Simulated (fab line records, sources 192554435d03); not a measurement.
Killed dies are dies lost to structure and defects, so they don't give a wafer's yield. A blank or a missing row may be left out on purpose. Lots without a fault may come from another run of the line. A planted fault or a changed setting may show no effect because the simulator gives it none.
fab line records | flow n5_finfet
record lots=9 wafers=24 last_day=19
route steps=1938 shown BEOL_M4@1111 BEOL_M11@1556 PASSIVATION@1936
lots that met no fault: from a run of the same line without faults
start_h: hours from the record's first day to the start of the lot's first wafer shown | wait_h: hours since the lot's step before | " the same as in the row above | L1.1+2: a row that stands for several wafers | - no value, or no start given | * or withheld: withheld | < > ~ a bound
route shown NAME@n: a module of which the file shows steps, and the number in the route of the first | usual: mean/standard deviation of fault-free wafers | same: alike in all rows | chamber/n: place in a boat | sites: the reading at each site | _std_site: their standard deviation | _edge_site: outer sites' mean less inner sites' | radius_mm: how far each site lies from the wafer's centre | mask NAME#n: copy n | behind: the tool/chamber that last shaped the wafer | hold: why the lot was held/for how many hours/how that ended | device: the transistor (n, p or np) that didn't switch | end of line: the same wafers' tests at the end of the route | a step without rows: its recipe alone | killed: dies lost to structure and defects at the first sort, not the wafer's yield | map: a wafer's dies, x killed, . not, _ none there
set.NAME: the setting as run; set.NAME@STEP: as run at that earlier step | model.NAME: the simulator's own value behind a step, which no gauge read
steps of the route over a sample of lots; a table a step, a row a wafer
services: from which hour (start_h, from the record's first day; less than 0 if before it) a tool's chamber was out of use, for how many hours, and why
## steps
# step N5_BEOL_M4_RC_MEAS_101
# usual DIBL_N=37.2/2.1 DIBL_P=37.3/2.3 IOFF_N=0.18/0.041 IOFF_P=0.24/0.042 ION_N=680/13 ION_P=466/7.7 SS_N=71.8/0.68 SS_P=73.5/0.66 VT_N=249/3.6 VT_P=-248/3.4
# columns lot.wafer tool chamber start_h wait_h DIBL_N[mV/V] DIBL_P[mV/V] IOFF_N[nA/um] IOFF_P[nA/um] ION_N[uA/um] ION_P[uA/um] SS_N[mV/dec] SS_P[mV/dec] VT_N[mV] VT_P[mV]
L118.2 prober-01 0 182.10 0.2 38.8 39.0 0.22 0.26 688 462 72.4 73.5 248 -249
L118.5 " 0 " " 37.1 37.3 0.19 0.22 686 463 72.2 73.2 247 -251
L118.6 " 0 " " 38.4 38.6 0.21 0.25 702 467 72.2 73.4 245 -248
L125.3 prober-02 0 228.33 0.3 35.3 36.0 0.16 0.26 686 475 72.0 73.8 249 -244
L125.5 " 0 " " 33.3 34.3 0.13 0.22 670 473 70.9 73.4 250 -246
L125.6 " 0 " " 36.0 36.6 0.18 0.28 686 477 71.9 73.5 249 -240
L127.3 prober-01 0 229.52 0.5 42.0 39.8 0.26 0.28 686 462 72.7 74.2 242 -247
L127.4 " 0 " " 39.3 37.0 0.19 0.23 676 457 72.1 74.4 249 -248
L127.5 " 0 " " 40.1 38.6 0.23 0.26 709 480 72.5 74.3 243 -243
L128.3 prober-01 0 262.26 0.5 42.6 43.0 0.30 0.35 715 480 72.6 74.8 241 -246
L128.4 " 0 " " 39.3 38.8 0.20 0.26 678 464 72.6 73.9 249 -251
L128.6 " 0 " " 40.7 41.2 0.24 0.31 700 470 72.9 74.8 244 -248
L130.1 prober-01 0 268.92 0.0 37.5 36.8 0.17 0.22 677 468 71.5 73.2 249 -246
L130.4 " 0 " " 39.4 39.0 0.21 0.24 681 469 72.1 74.9 248 -247
L130.6 " 0 " " 38.5 37.9 0.18 0.23 678 466 72.5 73.8 247 -247
L132.3 prober-02 0 271.24 0.3 34.8 34.9 0.13 0.19 678 467 71.0 72.9 255 -248
L132.4 " 0 " " 36.9 38.3 0.16 0.25 687 475 71.2 73.7 251 -245
L132.6 " 0 " " 35.8 37.3 0.15 0.23 685 470 71.2 72.9 252 -249
L133.2 prober-01 0 305.43 0.2 39.4 40.3 0.22 0.30 684 479 73.5 74.3 247 -246
L133.4 " 0 " " 39.5 40.7 0.21 0.31 675 470 72.4 74.2 250 -244
L138.1 prober-01 0 332.36 0.0 33.0 34.6 0.12 0.19 675 472 70.5 72.3 250 -252
L138.3 " 0 " " 34.9 36.7 0.14 0.23 666 466 71.6 72.7 252 -248
L139.2 prober-02 0 336.04 0.2 37.5 36.9 0.18 0.25 675 466 72.0 73.6 251 -249
L139.3 " 0 " " 38.1 37.8 0.20 0.27 677 463 72.2 74.2 248 -245
# step N5_BEOL_M11_STRIP_67
# recipe chemistry=CF4 resist=SiARC power_w=300 bias_power_w=75 pressure_mtorr=50 cf4_flow_sccm=150 rf_frequency_hz=6e+07
# usual drypump_motor_current_A=5.9/0.5 oes_product_au=0.80/0.085 power_w=299.9/0.81 rf_vpp_V=271.1/1.5 showerhead_plenum_p_Torr=1.79/0.06 throttle_valve_pct=13.53/0.29
# columns lot.wafer tool chamber start_h wait_h drypump_motor_current_A oes_product_au power_w rf_hours_counter_h rf_vpp_V showerhead_plenum_p_Torr throttle_valve_pct
L118.2 rie_diel-03 0 243.40 0.0 4.9 0.77 297.6 159 272.8 1.79 13.39
L118.5 " 0 " " 4.9 0.77 299.5 - 271.4 1.79 13.40
L118.6 " 1 " " 6.0 0.72 298.8 - 272.5 1.86 14.08
L125.3 rie_diel-03 1 286.51 0.0 6.1 0.71 300.2 205 273.9 1.85 14.12
L125.5 " 2 " " 5.7 0.71 299.1 - 270.8 1.79 13.54
L125.6 " 1 " " 6.1 0.70 300.3 - 272.8 1.85 14.11
L127.3 rie_diel-01 1 298.17 0.0 5.8 0.84 301.3 71 272.8 1.90 13.12
L127.4 " 0 " " 6.5 0.79 300.2 - 270.4 1.80 13.51
L127.5 " 3 " " 5.4 0.88 300.5 - 271.6 1.76 13.20
L130.1 rie_diel-02 0 329.44 0.0 5.6 0.85 300.5 57 271.3 1.73 13.32
L130.4 " 3 " " 6.2 0.95 299.6 - 271.2 1.91 13.21
L130.6 " 0 " " 5.6 0.85 301.2 - 269.3 1.73 13.33
L128.3 rie_diel-02 0 330.02 0.0 5.6 0.85 299.4 57 269.9 1.73 13.32
L128.4 " 3 " " 6.2 0.95 299.3 - 274.6 1.91 13.21
L128.6 " 0 " " 5.6 0.85 299.7 - 270.5 1.73 13.32
L132.3 rie_diel-03 0 335.82 0.0 4.9 0.75 300.1 185 270.7 1.79 13.44
L132.4 " 1 " " 6.0 0.71 300.1 219 271.2 1.85 14.15
L132.6 " 1 " " 6.0 0.70 298.7 - 271.2 1.85 14.14
L133.2 rie_diel-01 2 367.36 0.0 5.7 0.79 300.6 90 272.7 1.81 13.50
L133.4 " 3 " " 5.3 0.84 299.7 54 269.2 1.76 13.23
L138.1 rie_diel-03 2 393.78 0.0 5.8 0.69 298.9 209 270.2 1.78 13.61
L138.3 " 3 " " 6.6 0.81 300.6 87 271.2 1.80 13.35
L139.2 rie_diel-02 0 394.01 0.0 5.6 0.82 300.8 76 270.8 1.73 13.37
L139.3 " 1 " " 5.2 0.96 301.6 9 273.3 1.90 13.37
# step N5_BEOL_M11_TRENCH_ETCH_37
# recipe chemistry=C4F6/O2 target_depth_a=1488.3 target=SiCOH_lowk time_s=48 ion_energy_ev=250 pressure_mtorr=30 source_w=345 bias_w=185 Ar_flow_sccm=300 C4F6_flow_sccm=10 O2_flow_sccm=10
# usual C4F6_flow_sccm=10.00/0.033 O2_flow_sccm=10.00/0.035 drypump_motor_current_A=5.9/0.52 oes_f_703_au=0.78/0.088 oes_product_au=0.78/0.096 rf_fwd_power_W=341.5/1.4 rf_vpp_V=659/11 showerhead_plenum_p_Torr=2.83/0.088 throttle_valve_pct=20.98/0.29
# columns lot.wafer tool chamber start_h wait_h C4F6_flow_sccm O2_flow_sccm drypump_motor_current_A oes_f_703_au oes_product_au rf_fwd_power_W rf_hours_counter_h rf_vpp_V showerhead_plenum_p_Torr throttle_valve_pct
L118.2 rie_diel-02 2 245.91 - 9.99 10.07 6.4 0.90 0.94 344.1 15 661 2.79 20.95
L118.5 " 2 " " 10.03 10.05 6.4 0.90 0.93 343.5 - 659 2.79 20.95
L118.6 " 3 " " 10.04 9.98 6.2 0.68 0.68 342.5 - 673 2.72 21.15
L125.3 rie_diel-02 3 288.91 - 10.02 10.02 6.2 0.68 0.66 340.8 247 673 2.71 21.16
L125.5 " 0 " " 9.95 9.96 5.6 0.87 0.88 339.4 - 652 2.79 20.82
L125.6 " 3 " " 9.97 10.02 6.2 0.67 0.66 341.7 - 672 2.71 21.18
L127.3 rie_diel-02 2 300.17 - 9.99 9.99 6.4 0.88 0.90 343.6 32 660 2.78 20.98
L127.4 " 1 " " 9.98 9.96 5.2 0.68 0.68 339.8 - 646 2.72 21.47
L127.5 " 2 " " 9.99 10.05 6.5 0.87 0.90 344.5 - 660 2.78 20.98
L130.1 rie_diel-01 3 331.56 - - - - - - - - - - -
L130.4 " 0 " " - - - - - - - - - -
L130.6 " 1 " " - - - - - - - - - -
L128.3 rie_diel-03 3 331.91 - - - - - - - - - - -
L128.4 " 0 " " - - - - - - - - - -
L128.6 " 2 " " - - - - - - - - - -
L132.3 rie_diel-02 2 337.00 - - - - - - - - - - -
L132.4 " 3 " " - - - - - - - - - -
L132.6 " 2 " " - - - - - - - - - -
L133.2 rie_diel-01 3 368.43 - 9.99 10.01 5.4 0.86 0.85 342.1 55 680 2.79 20.59
L133.4 " 0 " " 10.01 9.99 6.5 0.77 0.76 342.2 162 654 2.83 20.69
L138.1 rie_diel-03 0 399.07 - 9.96 9.92 4.9 0.73 0.73 343.8 203 662 2.83 20.77
L138.3 " 3 " " 10.00 10.00 6.7 0.82 0.81 342.3 88 654 2.89 20.85
L139.2 rie_diel-03 1 401.88 - 10.01 10.02 6.1 0.70 0.68 343.2 236 651 2.91 21.44
L139.3 " 2 " " 9.96 9.99 5.8 0.70 0.69 344.4 210 654 2.83 20.90
# step N5_BEOL_M11_ETCH_41
# recipe chemistry=CH3F/O2 target=SiCN target_depth_a=426 taper_deg=2 time_s=86 ion_energy_ev=120 mask_material=TiN pressure_mtorr=30 source_w=395 bias_w=75 Ar_flow_sccm=150 CH3F_flow_sccm=30 O2_flow_sccm=20
# usual CH3F_flow_sccm=30.01/0.084 O2_flow_sccm=20.00/0.055 drypump_motor_current_A=5.9/0.52 oes_product_au=0.78/0.097 rf_fwd_power_W=392.6/1.1 rf_vpp_V=297.1/1.6 showerhead_plenum_p_Torr=1.99/0.065 throttle_valve_pct=16.36/0.29
# columns lot.wafer tool chamber start_h wait_h CH3F_flow_sccm O2_flow_sccm drypump_motor_current_A oes_product_au rf_fwd_power_W rf_hours_counter_h rf_vpp_V showerhead_plenum_p_Torr throttle_valve_pct
L118.2 rie_diel-02 2 - - 30.08 19.97 6.4 0.92 393.6 15 297.9 1.96 16.28
L118.5 " 2 " " 30.06 20.10 6.4 0.93 393.9 - 296.0 1.96 16.29
L118.6 " 3 " " 29.99 20.00 6.2 0.68 392.8 - 296.3 1.90 16.53
L125.3 rie_diel-02 3 - - 30.07 20.02 6.2 0.67 391.1 247 295.6 1.90 16.55
L125.5 " 0 " " 29.87 19.96 5.6 0.88 392.1 - 297.1 1.96 16.16
L125.6 " 3 " " 30.03 20.00 6.2 0.67 392.9 - 295.5 1.90 16.57
L127.3 rie_diel-02 2 - - 30.07 20.01 6.5 0.89 390.8 32 295.8 1.95 16.33
L127.4 " 1 " " 30.11 20.02 5.2 0.68 392.1 - 296.3 1.91 16.83
L127.5 " 2 " " 30.04 20.03 6.5 0.90 392.4 - 294.4 1.95 16.29
L130.1 rie_diel-01 3 - - 29.84 20.13 5.4 0.86 393.1 44 294.9 1.96 15.95
L130.4 " 0 " " 29.99 20.03 6.4 0.77 391.2 - 297.2 1.99 16.12
L130.6 " 1 " " 30.07 19.98 5.8 0.84 392.5 - 299.6 2.10 15.83
L128.3 rie_diel-03 3 - - 30.09 19.97 6.6 0.83 392.2 69 297.8 2.04 16.16
L128.4 " 0 " " 30.01 19.95 4.9 0.74 393.7 184 296.8 1.99 16.17
L128.6 " 2 " " 29.93 20.05 5.8 0.69 393.3 - 296.3 2.00 16.28
L132.3 rie_diel-02 2 - - 29.99 19.95 6.4 0.88 392.6 48 295.7 1.95 16.34
L132.4 " 3 " " 30.00 19.89 6.2 0.95 391.2 - 298.9 2.15 16.07
L132.6 " 2 " " 29.94 19.92 6.4 0.87 393.3 - 296.1 1.95 16.35
L133.2 rie_diel-01 3 - - 29.90 19.99 5.4 0.85 390.7 55 296.8 1.95 15.96
L133.4 " 0 " " 30.12 20.06 6.5 0.76 392.2 162 297.9 1.98 16.14
L138.1 rie_diel-03 0 - - 29.97 20.03 4.9 0.73 392.9 203 298.4 1.99 16.19
L138.3 " 3 " " 29.92 19.92 6.7 0.82 392.7 88 297.0 2.03 16.20
L139.2 rie_diel-03 1 - - 29.99 19.97 6.1 0.67 393.7 236 298.5 2.05 16.85
L139.3 " 2 " " 29.97 20.00 5.8 0.68 394.4 210 297.4 1.99 16.34
# step N5_BEOL_M11_OCD_MEAS_38
# usual trench_depth_nm=148.5/2.9
# columns lot.wafer tool chamber start_h wait_h trench_depth_nm
L118.2 ocd-02 - 246.09 - 151.6
L118.5 " - " " 151.7
L118.6 " - " " 147.0
L125.3 ocd-02 - 289.10 - 144.2
L125.5 " - " " 152.4
L125.6 " - " " 144.6
L127.3 ocd-01 - 300.36 - 149.7
L127.4 " - " " 147.9
L127.5 " - " " 150.2
L130.1 ocd-01 - 331.75 - 0.2
L130.4 " - " " 0
L130.6 " - " " 0.0
L128.3 ocd-02 - 332.11 - 0
L128.4 " - " " 0
L128.6 " - " " 0
L132.3 ocd-01 - 337.19 - 0.3
L132.4 " - " " 0
L132.6 " - " " 0
L133.2 ocd-02 - 368.61 - 152.2
L133.4 " - " " 146.4
L138.1 ocd-01 - 399.25 - 146.7
L138.3 " - " " 150.9
L139.2 ocd-02 - 402.06 - 146.2
L139.3 " - " " 147.7
# step N5_BEOL_M11_ALD_74
# recipe material=TaN target_thk_a=20 temp_c=275 ald_precursor_family=PDMAT ald_co_reactant=NH3 pressure_torr=3 carrier_flow_sccm=1500 pulse_time_s=2 purge_time_s=3 co_reactant_purge_time_s=2 co_reactant_pulse_time_s=3 ald_cycles=40 precursor_vessel_temp_c=75 precursor_vessel_pressure_torr=26.25 precursor_vessel_carrier_sccm=1000
# usual heater_power_w=415/46 precursor_vessel_carrier_sccm=1000.1/2.7
# columns lot.wafer tool chamber start_h wait_h heater_power_w precursor_vessel_carrier_sccm since_wet_clean_h
L118.2 ald_metal-01 0 247.45 0.2 454 1001.3 6064
L118.5 " 0 " " 459 998.2 -
L118.6 " 1 " " 322 1004.9 -
L125.3 ald_metal-02 3 290.09 0.0 395 997.9 4568
L125.5 " 3 " " 389 998.6 -
L125.6 " 2 " " 376 994.4 -
L127.3 ald_metal-02 3 301.04 0.0 404 1002.7 4579
L127.4 " 2 " " 372 1000.7 4579
L127.5 " 3 " " 400 995.5 -
L130.1 ald_metal-04 3 332.36 0.0 379 1002.4 3072
L130.4 " 1 " " 445 1000.2 3072
L130.6 " 2 " " 432 998.3 -
L128.3 ald_metal-02 3 334.08 0.0 400 996.1 4612
L128.4 " 0 " " 518 998.6 4612
L128.6 " 2 " " 378 996.9 -
L132.3 ald_metal-02 2 340.43 0.3 377 1000.3 4619
L132.4 " 0 " " 516 996.4 4619
L132.6 " 3 " " 397 1001.4 -
L133.2 ald_metal-02 3 369.83 0.1 398 1000.0 4648
L133.4 " 2 " " 368 995.8 4648
L138.1 ald_metal-02 3 402.26 0.0 398 1001.0 4681
L138.3 " 2 " " 379 1000.5 4681
L139.2 ald_metal-01 3 402.84 0.1 419 999.7 52
L139.3 " 2 " " 426 999.8 52
# step N5_PASSIVATION_PROBE_49
# usual defect_limited_yield=91.0/1.6 killed_at_M0_to_M3=35/11 killed_at_M4_up=14/5.3 killed_at_contacts=13/6.7 killed_at_front_end=41/12 killed_at_other=3.9/2.7 killed_dies=106/19 killed_on_rim=14/4 killed_open=70/14 killed_short=35/8.8 sort_bin_5_function=5.3/1 sort_bin_6_memory=3.3/0.81 sort_n_pass=1073/19 sort_yield_pct=91.0/1.6
# same gross_dies=1180 killed_at_back_side=0 sort_bin_4_leakage[%]=0 sort_bin_8_speed[%]=0
# columns lot.wafer tool chamber start_h wait_h defect_limited_yield[%] killed_at_M0_to_M3 killed_at_M4_up killed_at_contacts killed_at_front_end killed_at_other killed_dies killed_on_rim killed_open killed_short sort_bin_5_function[%] sort_bin_6_memory[%] sort_n_pass sort_yield_pct[%]
L125.3 prober-01 - 335.41 0.1 91.9 15 20 11 40 9 95 8 63 31 5.0 2.9 1085 91.9
L125.5 prober-01 - 335.51 0.2 91.6 11 27 7 48 6 99 14 63 34 5.6 2.4 1081 91.6
L125.6 prober-01 - 335.56 0.3 92.9 21 20 6 33 4 84 6 46 37 5.2 1.9 1096 92.9
L127.3 prober-01 - 343.85 0.1 92.6 34 9 9 30 5 87 13 58 20 4.6 2.2 1093 92.6
L127.4 prober-01 - 343.90 0.2 91.4 41 17 8 28 8 102 7 68 33 5.5 2.9 1078 91.4
L127.5 prober-01 - 343.95 0.2 90.4 37 13 15 39 9 113 13 72 37 6.4 3.0 1067 90.4
L130.1 prober-02 - 370.64 0.0 0 31 1102 4 38 5 1180 152 48 36 96.9 2.7 0 0
L130.4 prober-02 - 370.79 0.2 0 38 1079 20 38 5 1180 152 82 33 96.1 3.5 0 0
L130.6 prober-02 - 370.89 0.3 0 37 1072 8 53 10 1180 152 78 39 95.7 3.6 0 0
L128.3 prober-01 - 373.62 0.1 0 28 1106 2 35 9 1180 152 48 36 96.9 2.7 0 0
L128.4 prober-01 - 373.67 0.2 0 23 1104 5 45 3 1180 152 59 31 96.9 2.9 0 0
L128.6 prober-01 - 373.77 0.3 0 34 1082 10 47 7 1180 152 77 39 94.6 5.3 0 0
L132.3 prober-01 - 387.78 0.1 0 23 1111 11 30 5 1180 152 64 23 96.6 3.0 0 0
L132.4 prober-01 - 387.83 0.2 0 41 1083 15 29 12 1180 152 83 29 95.7 4.1 0 0
L132.6 prober-01 - 387.93 0.3 0 19 1101 15 41 4 1180 152 61 21 96.6 2.9 0 0
# killed by level:class
L125.3 STI_FIN_REVEAL:geometric_particle:open=16 MOL_CONTACT_COAG:geometric_particle:open=9 FIN_SAQP:geometric_particle:open=7 BEOL_M0_SAQP:geometric_particle:short=7 BEOL_M4:geometric_particle:open=5 BEOL_M4:geometric_particle:short=5 FIN_SAQP:geometric_particle:short=4 GATE_CUT:geometric_particle:short=4
L125.5 BEOL_M4:geometric_particle:open=17 STI_FIN_REVEAL:geometric_particle:open=13 FIN_SAQP:geometric_particle:open=8 BEOL_M4:geometric_particle:short=7 MOL_CONTACT_COAG:geometric_particle:open=6 FIN_SAQP:geometric_particle:short=5 BEOL_M0_SAQP:geometric_particle:short=5 GATE_CUT:geometric_particle:open=4
L125.6 BEOL_M0_SAQP:geometric_particle:short=11 BEOL_M4:geometric_particle:open=8 FIN_SAQP:geometric_particle:short=6 STI_FIN_REVEAL:geometric_particle:open=6 FIN_SAQP:geometric_particle:open=5 BEOL_M0_SAQP:geometric_particle:open=5 GATE_CUT:geometric_particle:short=4 MOL_CONTACT_COAG:geometric_particle:open=4
L127.3 STI_FIN_REVEAL:geometric_particle:open=9 BEOL_M0_SAQP:geometric_particle:open=9 MOL_CONTACT_COAG:geometric_particle:open=7 BEOL_M1:geometric_particle:open=7 BEOL_M2:geometric_particle:open=5 BEOL_M3:geometric_particle:open=5 HKMG_FIN:area_etch=5 BEOL_M0_SAQP:geometric_particle:short=4
L127.4 BEOL_M3:geometric_particle:open=13 BEOL_M4:geometric_particle:open=10 BEOL_M1:geometric_particle:open=8 DUMMY_GATE:geometric_particle:open=6 MOL_CONTACT_COAG:geometric_particle:open=6 BEOL_M2:geometric_particle:open=6 BEOL_M2:geometric_particle:short=5 BEOL_M3:geometric_particle:short=4
L127.5 MOL_CONTACT_COAG:geometric_particle:open=14 FIN_SAQP:geometric_particle:short=12 BEOL_M1:geometric_particle:open=10 BEOL_M2:geometric_particle:open=10 FIN_SAQP:geometric_particle:open=9 BEOL_M4:geometric_particle:open=6 BEOL_M3:geometric_particle:open=5 STARTING-WAFER:geometric_particle:short=5
L130.1 BEOL_M11:area_etch=1094 BEOL_M0_SAQP:geometric_particle:short=8 STI_FIN_REVEAL:geometric_particle:open=7 FIN_SAQP:geometric_particle:short=6 STI_FIN_REVEAL:geometric_particle:short=6 BEOL_M0_SAQP:geometric_particle:open=6 BEOL_M2:geometric_particle:open=6 FIN_SAQP:geometric_particle:open=4
L130.4 BEOL_M11:area_etch=1064 MOL_CONTACT_COAG:geometric_particle:open=15 STI_FIN_REVEAL:geometric_particle:open=10 BEOL_M2:geometric_particle:open=10 BEOL_M1:geometric_particle:open=9 FIN_SAQP:geometric_particle:short=8 FIN_SAQP:geometric_particle:open=7 BEOL_M4:geometric_particle:open=7
L130.6 BEOL_M11:area_etch=1061 FIN_SAQP:geometric_particle:open=18 BEOL_M0_SAQP:geometric_particle:open=15 STI_FIN_REVEAL:geometric_particle:open=15 BEOL_M0_SAQP:geometric_particle:short=11 MOL_CONTACT_COAG:geometric_particle:open=7 FIN_SAQP:geometric_particle:short=6 BEOL_M4:geometric_particle:open=5
L128.3 BEOL_M11:area_etch=1096 BEOL_M3:geometric_particle:open=7 BEOL_M2:geometric_particle:open=7 GATE_CUT:geometric_particle:short=6 STI_FIN_REVEAL:geometric_particle:open=5 BEOL_M4:geometric_particle:open=5 FIN_SAQP:geometric_particle:open=4 DUMMY_GATE:geometric_particle:open=4
L128.4 BEOL_M11:area_etch=1090 BEOL_M2:geometric_particle:open=9 FIN_SAQP:geometric_particle:open=8 BEOL_M4:geometric_particle:open=8 GATE_CUT:geometric_particle:short=7 FIN_SAQP:geometric_particle:short=5 STI_FIN_REVEAL:geometric_particle:open=5 BEOL_M1:geometric_particle:open=5
L128.6 BEOL_M11:area_etch=1064 FIN_SAQP:geometric_particle:open=14 FIN_SAQP:geometric_particle:short=11 BEOL_M1:geometric_particle:open=10 BEOL_M4:geometric_particle:open=10 MOL_CONTACT_COAG:geometric_particle:open=8 BEOL_M2:geometric_particle:open=8 BEOL_M3:geometric_particle:open=5
L132.3 BEOL_M11:area_etch=1090 BEOL_M0_SAQP:geometric_particle:open=11 BEOL_M4:geometric_particle:open=10 MOL_CONTACT_COAG:geometric_particle:open=9 STI_FIN_REVEAL:geometric_particle:open=7 FIN_SAQP:geometric_particle:short=4 ILD0:geometric_particle:short=4 BEOL_M0_SAQP:geometric_particle:short=4
L132.4 BEOL_M11:area_etch=1067 MOL_CONTACT_COAG:geometric_particle:open=14 BEOL_M0_SAQP:geometric_particle:open=10 BEOL_M1:geometric_particle:open=9 BEOL_M0_SAQP:geometric_particle:short=8 BEOL_M4:geometric_particle:open=6 FIN_SAQP:geometric_particle:open=5 STI_FIN_REVEAL:geometric_particle:open=5
L132.6 BEOL_M11:area_etch=1096 MOL_CONTACT_COAG:geometric_particle:open=13 STI_FIN_REVEAL:geometric_particle:open=11 FIN_SAQP:geometric_particle:open=6 DUMMY_GATE:geometric_particle:open=5 GATE_CUT:geometric_particle:short=5 BEOL_M0_SAQP:geometric_particle:short=5 BEOL_M1:geometric_particle:open=5
## services
# columns tool chamber start_h hours kind
rie_diel-02 - 226.79 14.6 pm
ald_metal-01 3 234.58 3.0 repair
rie_diel-01 - 271.77 2.8 pm
rie_diel-02 0 275.91 6.9 repair
rie_diel-01 2 285.53 14.8 repair
ald_metal-04 - 285.66 8.7 pm
rie_diel-02 3 302.17 - clean
rie_diel-02 3 302.17 - consumable_replace:focus_ring
rie_diel-02 3 302.17 - consumable_replace:showerhead
rie_diel-02 3 302.17 17.7 scheduled_down
rie_diel-02 3 302.17 17.7 vent_cycle
rie_diel-02 1 320.25 - clean
rie_diel-02 1 320.25 - consumable_replace:esc
rie_diel-02 1 320.25 - consumable_replace:focus_ring
rie_diel-02 1 320.25 - consumable_replace:showerhead
rie_diel-02 1 320.25 34.3 scheduled_down
rie_diel-02 1 320.25 34.3 vent_cycle
ald_metal-01 - 337.25 14.0 pm
ald_metal-01 0 337.25 14.0 vent_cycle
ald_metal-01 1 337.25 14.0 vent_cycle
ald_metal-01 2 337.25 14.0 vent_cycle
ald_metal-01 3 337.25 14.0 vent_cycle
ald_metal-04 1 396.01 7.8 repair
rie_diel-01 - 402.47 2.1 repair
## key
first_sign step=N5_BEOL_M11_TRENCH_ETCH_37 reading=tool_record direction=missing
effect step=N5_BEOL_M11_OCD_MEAS_38 reading=trench_depth_nm direction=down sigmas=51 usual=148.5 struck=0.1
effect step=N5_PASSIVATION_PROBE_49 reading=killed_at_M4_up direction=up sigmas=99+ usual=14 struck=1093
more_kills_born_at N5_BEOL_M11_TRENCH_ETCH_37@rie_diel-02=3253 N5_BEOL_M11_TRENCH_ETCH_37@rie_diel-03=3250 N5_BEOL_M11_TRENCH_ETCH_37@rie_diel-01=3219
met_at N5_BEOL_M11_TRENCH_ETCH_37
struck_lots L128,L130,L132
later_rows_left_out L128.3,L128.4,L128.6,L130.1,L130.4,L130.6,L132.3,L132.4,L132.6
not_acting_at N5_BEOL_M11_STRIP_67,N5_BEOL_M11_ETCH_41,N5_BEOL_M11_ALD_74
onset_between 300.17 331.56
fault kind=skipped_step_whole tool=rie_diel-01,rie_diel-02,rie_diel-03 chamber=- onset_h=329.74 steps=N5_BEOL_M11_TRENCH_ETCH_37 scope=struck_lots_only
# later_rows_left_out: the simulator's readings of these wafers behind a module that went badly wrong aren't trusted and aren't shown, but for the sort
